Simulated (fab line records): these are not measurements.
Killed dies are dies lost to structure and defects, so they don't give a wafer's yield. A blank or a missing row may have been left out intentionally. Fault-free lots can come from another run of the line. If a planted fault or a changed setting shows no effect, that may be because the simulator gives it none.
Which of the tools did it?    flow nand_harc    route of 1302 steps, sampled at 1 step: 6 lots, 18 wafers

## WHAT THE GAUGES SHOWED, per wafer
NHARC_A_CONTACT_CD_MEAS_08: target cd 200 nm.
lot   measured      on         cd_nm (nm)
L909  day 22 13:54  cd_sem-03  199.7 200.0 199.2
L912  day 23 15:02  cd_sem-01  200.5 201.0 200.9
L919  day 26 12:00  cd_sem-02  200.6 200.1 199.6
L920  day 27 15:58  cd_sem-03  199.9 200.4 199.8
L922  day 28 15:22  cd_sem-02  200.4 200.5 200.7
L928  day 30 03:27  cd_sem-03  200.5 199.9 200.3

## WHAT TOOL EACH LOT RAN ON (gives the tool, then ch and the chambers of the sampled wafers, and finally the start)
Before these readings, the record contains no process step.

## THE ANSWER, worked out from the rows above alone
Rule: the lots themselves supply what counts as usual. Put in order of their means at a reading, lots are off if they are a third of the lots or fewer, leave a main group of 4 or more, and stand apart from it by a gap of 3 or more times the standard deviation of the main group's means; of several such gaps the widest counts. A main group whose means are all the same, to the digits that the tables above print for the reading, isn't used. A lot without any number at a reading at which 4 lots or more have one is off too. All remaining lots with rows at the step are treated as sound.
None of the lots is off at any reading shown; this tells nothing.

## WHAT THE SIMULATOR PUT IN
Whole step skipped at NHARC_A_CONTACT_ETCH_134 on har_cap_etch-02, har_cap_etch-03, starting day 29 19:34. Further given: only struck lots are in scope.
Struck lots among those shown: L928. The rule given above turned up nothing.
